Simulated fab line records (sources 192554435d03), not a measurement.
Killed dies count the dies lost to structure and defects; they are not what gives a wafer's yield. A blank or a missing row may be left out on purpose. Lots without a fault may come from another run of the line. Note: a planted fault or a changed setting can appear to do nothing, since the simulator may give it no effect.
Split-lot experiment | flow n5 finfet | route with 1938 steps; 7 lots, 21 wafers read

ON THE SPLIT
At N5_BEOL_M7_TRENCH_ETCH_37 (etches SiCOH lowk in C4F6/O2, target depth 93.478 nm, time 31.2 s), the setting time s was moved away from the recipe's 31.2 s on 9 of the 21 wafers read, by -19.7% to +13.7%. All remaining wafers had this setting at the recipe value.

FROM THE SPLIT TO THE READING: what the file shows between them, 11 steps
- N5_BEOL_M7_ETCH_41: etches SiCN in CH3F/O2, target depth 31.9 nm, time 57.8 s
- N5_BEOL_M7_STRIP_80: strips in N2/H2, time 10 s
- N5_BEOL_M7_OCD_MEAS_38
- N5_BEOL_M7_HM_STRIP_39: strips TiN in peroxide tin strip, target depth 25 nm, time 158 s
- N5_BEOL_M7_SRD_40: time 30 s
- N5_BEOL_M7_ECD_50: material Cu, target thk 300 nm
- N5_BEOL_M7_ANNEAL_51: time 90 s
- N5_BEOL_M7_CMP_52: polishes, stops on SiCOH lowk, t overpolish 6.9 s, target thk 80 nm
- N5_BEOL_M7_THK_MEAS_53: measures by xrf
- N5_BEOL_M7_PRE_CLEAN_55: time 15 s
- N5_BEOL_M7_DEP_56: deposits SiCN from 3MS/NH3, target thk 10 nm, time 17.5 s

THE READING
Measured at N5_BEOL_M7_RS_MEAS_57 by four-point probe: M7_RS, in ohm/sq. On this fab line, fault-free wafers typically give 0.287 ohm/sq with a standard deviation of 0.011 ohm/sq.

wafer  | tool, chamber at the split | time s as run, s | against the recipe | M7_RS, ohm/sq | against lot-mates on the recipe
L074.1 | rie diel-02, 2             | 31.2             | recipe             | 0.307         | -
L074.2 | rie diel-02, 3             | 31.2             | recipe             | 0.288         | -
L074.5 | rie diel-02, 1             | 31.2             | recipe             | 0.285         | -
L079.3 | rie diel-03, 1             | 31.2             | recipe             | 0.299         | -
L079.4 | rie diel-03, 0             | 26.41            | -15.4%             | 0.343         | +0.043
L079.5 | rie diel-03, 3             | 31.2             | recipe             | 0.302         | -
L081.1 | rie diel-02, 3             | 25.44            | -18.5%             | 0.375         | +0.095
L081.2 | rie diel-02, 1             | 25.44            | -18.5%             | 0.374         | +0.094
L081.3 | rie diel-02, 2             | 31.2             | recipe             | 0.280         | -
L080.3 | rie diel-02, 2             | 35.48            | +13.7%             | 0.244         | -0.045
L080.5 | rie diel-02, 0             | 35.48            | +13.7%             | 0.238         | -0.051
L080.6 | rie diel-02, 3             | 31.2             | recipe             | 0.289         | -
L089.1 | rie diel-03, 3             | 31.2             | recipe             | 0.299         | -
L089.2 | rie diel-03, 1             | 31.2             | recipe             | 0.283         | -
L089.6 | rie diel-03, 0             | 34.18            | +9.6%              | 0.245         | -0.046
L092.2 | rie diel-02, 1             | 31.2             | recipe             | 0.283         | -
L092.4 | rie diel-02, 3             | 35.23            | +12.9%             | 0.247         | -0.036
L092.5 | rie diel-02, 1             | 35.23            | +12.9%             | 0.241         | -0.042
L094.1 | rie diel-06, 3             | 25.04            | -19.7%             | 0.374         | +0.103
L094.3 | rie diel-06, 0             | 31.2             | recipe             | 0.270         | -
L094.6 | rie diel-06, 0             | 31.2             | recipe             | 0.272         | -

THE FIT
A straight line over all 21 wafers: M7_RS changes by -0.00406 ohm/sq for each +1% of time s; r = -0.97; the points scatter about the line by 0.01 ohm/sq.
The same after taking each lot's own level away (the mean of its wafers on the recipe; 21 wafers): -0.00422 ohm/sq for each +1%; r = -0.97; scatter 0.011 ohm/sq.
That fit puts the effect of the largest move of time s on the reading at 0.083 ohm/sq.
From 0.2710 to 0.3005 ohm/sq: that is the span of the lots' own levels, equal to 2.7 times the standard deviation above.
Consequently the slope shifts little with the lot-to-lot level, the two slopes agreeing.
Check: for one of the wafers moved furthest among these (-19.7%), held out of the fit, the line's prediction against its lot-mates is +0.0824 ohm/sq. Against them it came out at +0.103 ohm/sq.

OTHER SPLITS APPLIED TO THESE WAFERS
Other splits were also applied to these wafers ahead of the reading. Each is held against what the fit with the lots' levels taken away leaves over:
other split on the same wafers             | wafers away from the commonest value | r with M7_RS (lot level and that fit taken away)
N5_BEOL_M6_TRENCH_ETCH_37 time s           | 10                                   | +0.21
N5_BEOL_M6_ALD_77 co reactant pulse time s | 8                                    | +0.11

THE WHOLE CHAIN: every reading that the file lists as answering this split, in the file's order
step                      | what it does                                                        | reading                                                                      | change (the file's fit)               | r (the file's)
N5_BEOL_M7_TRENCH_ETCH_37 | etches SiCOH lowk in C4F6/O2, target depth 93.478 nm, time 31.2 s   | etch.depth nm (the simulator's own value, which no gauge read)               | +0.915 nm for each +1% of the setting | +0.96
N5_BEOL_M7_TRENCH_ETCH_37 | etches SiCOH lowk in C4F6/O2, target depth 93.478 nm, time 31.2 s   | BEOL_M7.feature depth nm (the simulator's own value, which no gauge read)    | +0.912 nm for each +1% of the setting | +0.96
N5_BEOL_M7_OCD_MEAS_38    |                                                                     | trench depth nm                                                              | +0.921 nm for each +1% of the setting | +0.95
N5_BEOL_M7_CMP_52         | polishes, stops on SiCOH lowk, t overpolish 6.9 s, target thk 80 nm | Cu_of_BEOL_M7_ECD_50.thk nm (the simulator's own value, which no gauge read) | +0.914 nm for each +1% of the setting | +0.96
N5_BEOL_M7_THK_MEAS_53    | measures by xrf                                                     | M7_THK                                                                       | +0.873 for each +1% of the setting    | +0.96
N5_BEOL_M7_RS_MEAS_57     | measures by four-point-probe                                        | M7_RS                                                                        | -0.00426 for each +1% of the setting  | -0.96

FILE'S OWN FIT
M7_RS changes by -0.00426 ohm/sq for each +1% of time s, r = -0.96.
